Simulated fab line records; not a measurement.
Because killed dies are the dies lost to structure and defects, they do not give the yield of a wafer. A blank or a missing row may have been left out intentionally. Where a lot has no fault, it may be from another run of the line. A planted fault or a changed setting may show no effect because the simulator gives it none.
A struck lot beside a sound one    flow n5_finfet    36 steps out of a route of 1938
Sound: these wafers, L922.2, L922.3, L922.4. Struck: wafers L926.1, L926.2, L926.5. At the end, the cause is stated.
Per side, at each step with rows, come the tool, then ch with its chambers, and then its first start. Under that, the readings that differ: sound wafers    struck wafers    difference of the means    sigmas: that difference in standard deviations of wafers without a fault.
alike: readings whose means differ by less than 2 such deviations, and words and numbers that are the same on both sides. not compared: withheld readings, readings that some wafer has no value for, bounds like >300 that may hide the same value, and numbers for which the record gives no deviation and whose values overlap.
A row with sigmas, a row that says differs or no value, or rows on one side alone: a step with any of these is where the two part. Numbers that don't overlap but have no deviation are shown without sigmas and don't part them. A reading missing from all wafers of one side parts the sides only when that side holds two or more wafers.

first, 9 steps without rows for these wafers: N5_BEOL_M7_ILD_DEP_00 (deposits SiCOH lowk from DEMS/porogen, target thk 179.75 nm, time 33.4 s); N5_BEOL_M7_CURE_74 (cures SiCOH lowk, time 240 s); N5_BEOL_M7_PECVD_70 (deposits SiO2 from TEOS/O2, target thk 20 nm, time 22.7 s); N5_BEOL_M7_HM_DEP_02 (deposits TiN, target thk 20 nm); N5_BEOL_M7_COAT_59 (time 60 s, resist thk 100 nm); N5_BEOL_M7_COAT_60 (time 60 s, resist thk 35 nm); N5_BEOL_M7_COAT_05 (resist thk 90 nm); N5_BEOL_M7_EBR_07; N5_BEOL_M7_SOFTBAKE_06 (time 60 s).
N5_BEOL_M7_EXPOSE_08: exposes mask M7.
  sound on arfi_scanner-03 ch 0, day 13 13:04; struck on arfi_scanner-03 ch 0, day 15 04:40
reading               sound              struck             difference  sigmas
exposure_dose_mJ_cm2  68.26 68.15 68.32  58.80 58.90 58.87  -9.39       -99 or more
  alike: mask, focus_offset_nm
then, 2 steps without rows for these wafers: N5_BEOL_M7_PEB_09 (peb time 60 s); N5_BEOL_M7_DEVELOP_10 (develop time 30 s).
N5_BEOL_M7_CD_MEAS_11 targets a cd of 38.5 nm.
  sound on cd_sem-01 ch 0, day 13 13:11; struck on cd_sem-02 ch 0, day 15 04:47
reading     sound           struck          difference  sigmas
cd_nm (nm)  38.7 37.9 38.4  32.2 32.3 32.3  -6.1        -16
then, 1 step without rows for these wafers: N5_BEOL_M7_DESCUM_16 (chemistry O2, time 7.9 s).
N5_BEOL_M7_ETCH_61: etches SiARC in CF4, target depth 45.5 nm, time 75.8 s.
  sound on rie_diel-01 ch 1,2,3, day 13 14:23; struck on rie_diel-01 ch 1,3, day 15 04:58
reading                          sound        struck        difference  sigmas
model.BEOL_M7.cd_offset_nm (nm)  0 -0.8 -0.4  -6 -6.2 -5.8  -6          
  alike: drypump_motor_current_A, etch_rf_on_time_s, oes_product_au, rf_vpp_V, showerhead_plenum_p_Torr, throttle_valve_pct
  not compared: rf_hours_counter_h
then, 3 steps without rows for these wafers: N5_BEOL_M7_ETCH_62 (etches SOC in N2/H2, target depth 110 nm, overetch 22 nm, time 165 s); N5_BEOL_M7_STRIP_68 (strips in N2/H2); N5_BEOL_M7_STRIP_67 (strips in CF4).
N5_BEOL_M7_HM_OPEN_17: chemistry Cl2/BCl3, target TiN, target depth 20 nm, overetch 6 nm.
  sound on rie_metal-02 ch 0,1, day 13 14:37; struck on rie_metal-03 ch 0,1, day 15 05:13
reading                          sound        struck      difference  sigmas
model.BEOL_M7.cd_offset_nm (nm)  0 -0.6 -0.2  -6 -6 -5.8  -6          
  alike: bcl3_flow_sccm, drypump_motor_current_A, he_backside_leak_sccm, oes_product_au, throttle_valve_pct
  not compared: rf_hours_counter_h
then, 1 step without rows for these wafers: N5_BEOL_M7_STRIP_19 (strips in O2).
N5_BEOL_M7_CD_MEAS_18: pitch 80 nm, target cd 40 nm.
  struck on cd_sem-02, day 15 05:25; sound on cd_sem-03, day 13 14:56
reading     sound           struck          difference  sigmas
cd_nm (nm)  39.6 40.0 39.7  33.9 33.9 34.6  -5.6        -13
then, 13 steps without rows for these wafers: N5_BEOL_M7_COAT_63 (time 60 s, resist thk 60 nm); N5_BEOL_M7_COAT_64 (time 60 s, resist thk 12 nm); N5_BEOL_M7_COAT_71 (time 60 s, resist thk 5 nm); N5_BEOL_M7_COAT_22 (resist thk 30 nm); N5_BEOL_M7_EBR_24; N5_BEOL_M7_SOFTBAKE_23 (time 60 s); N5_BEOL_M7_EXPOSE_25 (exposes mask V6, target cd 40 nm); N5_BEOL_M7_PEB_26 (peb time 60 s); N5_BEOL_M7_DEVELOP_27 (develop time 30 s); N5_BEOL_M7_DESCUM_33 (chemistry O2, time 7 s); N5_BEOL_M7_ETCH_72 (etches underlayer in N2/H2, target depth 6.5 nm, time 5.2 s); N5_BEOL_M7_ETCH_65 (etches SiARC in CF4, target depth 15.6 nm, time 26 s); N5_BEOL_M7_ETCH_66 (etches SOC in N2/H2, target depth 80 nm, overetch 16 nm, time 120 s).
-- a jump in the record: the struck wafers' starts before and after are 3 days apart (it breaks off in module BEOL_M7 and resumes in module BEOL_M15, where the first step shown is number 1830 of the route) --
N5_BEOL_M15_RC_MEAS_101:
  sound on prober-01 ch 0, day 16 02:07; struck on prober-01 ch 0, day 17 22:46
reading                    sound                    struck                   difference  sigmas
COMB_M8 (S/m)              1.8e-11 2.4e-11 2.5e-11  2.6e-11 3.1e-11 4.3e-11  +1.1e-11    +2
SERP_M5 (ohm/um)           41.3 38.5 39.9           36.3 35.8 37.1           -3.5        -2
SERP_M7 (ohm/um)           13.8 14.4 13.3           18.8 19.4 17.9           +4.9        +11
SERP_M7_max_site (ohm/um)  14.2 14.6 13.7           19.6 20.1 18.5           +5.2        +11
SERP_M8 (ohm/um)           12.5 13.3 12.9           13.9 13.7 13.9           +0.9        +2
  alike: COMB_M10, COMB_M11, COMB_M11_max_site, COMB_M12, COMB_M13, COMB_M14, COMB_M15, COMB_M5, COMB_M6, COMB_M9, SERP_M10, SERP_M11, SERP_M12, SERP_M13, SERP_M14, SERP_M6, SERP_M9
N5_PASSIVATION_PROBE_49:
  struck on prober-02, day 18 18:51; sound on prober-01, day 16 20:47
  alike: defect_limited_yield, killed_at_M0_to_M3, killed_at_M4_up, killed_at_contacts, killed_at_front_end, killed_at_other, killed_dies, killed_on_rim, killed_open, killed_short, sort_bin_5_function, sort_bin_6_memory, sort_bin_8_speed, sort_n_pass, sort_yield_pct

## WHERE THEY PART
At N5_BEOL_M7_EXPOSE_08 first; at N5_BEOL_M15_RC_MEAS_101 last (within this record only). Later steps at which nothing parts them and some readings are alike: N5_PASSIVATION_PROBE_49.

WHY: what had been put in by the simulator
Process parameter drift: arfi_scanner-03, from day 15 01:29 on, at N5_BEOL_M7_EXPOSE_08. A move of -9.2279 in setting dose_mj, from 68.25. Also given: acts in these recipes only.
